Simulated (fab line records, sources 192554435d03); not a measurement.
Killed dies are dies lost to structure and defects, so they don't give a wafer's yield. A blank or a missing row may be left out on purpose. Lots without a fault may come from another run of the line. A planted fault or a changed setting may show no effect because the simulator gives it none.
Chamber matching | flow n5_finfet | N5_MOL_CONTACT_COAG_ALD_20 on ald_metal-02: 4 sister chambers
The step deposits TiN, target thk 1.5 nm, pulse time 1 s, purge time 3 s. 8 wafers are shown with their chamber, then 12 later ones without.

WAFERS WITH THEIR CHAMBER
wafer  | chamber | heater_power_w (W) | precursor_pulse_height_rel
L086.1 | 3       | 932                | 0.993
L088.3 | 1       | 819                | 1.016
L089.2 | 3       | 910                | 0.997
L091.4 | 0       | 974                | 1.026
L091.5 | 0       | 961                | 0.979
L092.2 | 2       | 964                | 1.015
L092.3 | 1       | 812                | 0.980
L092.5 | 2       | 974                | 1.002

WAFERS WITHOUT THEIR CHAMBER
wafer  | heater_power_w (W) | precursor_pulse_height_rel
L093.1 | 931                | 0.955
L093.3 | 812                | 0.956
L093.6 | 917                | 1.005
L094.2 | 822                | 1.007
L094.3 | 965                | 0.993
L094.5 | 954                | 1.021
L095.3 | 933                | 0.993
L095.4 | 955                | 1.023
L095.5 | 953                | 0.978
L096.3 | 969                | 1.022
L096.4 | 805                | 1.029
L096.5 | 916                | 0.998

WHICH CHAMBER EACH WENT THROUGH
wafer  | from the rows above          | in truth
L093.1 | 3                            | 3
L093.3 | 1                            | 1
L093.6 | 3                            | 3
L094.2 | 1                            | 1
L094.3 | can't be placed: 0 or 2      | 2
L094.5 | can't be placed: 0 or 2 or 3 | 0
L095.3 | 3                            | 3
L095.4 | can't be placed: 2 or 0      | 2
L095.5 | can't be placed: 0 or 2 or 3 | 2
L096.3 | can't be placed: 2 or 0      | 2
L096.4 | 1                            | 1
L096.5 | 3                            | 3
Placed correctly: 7 of 12. Can't be placed from these rows: 5 (the true chamber is among the candidates in 5). Placed wrongly: 0.
How it was worked out, from the rows above alone: a wafer's distance from a chamber is the root of the sum, over the readings, of the square of ((its reading less the chamber's mean) divided by the reading's scatter). The wafer belongs to the nearest chamber; if the next one is less than 2 further off, it can't be placed. A chamber's mean is the mean of its shown wafers. The scatter: the root of (the sum of the squares of (reading less its chamber's mean) over the shown wafers, divided by (wafers less chambers)).
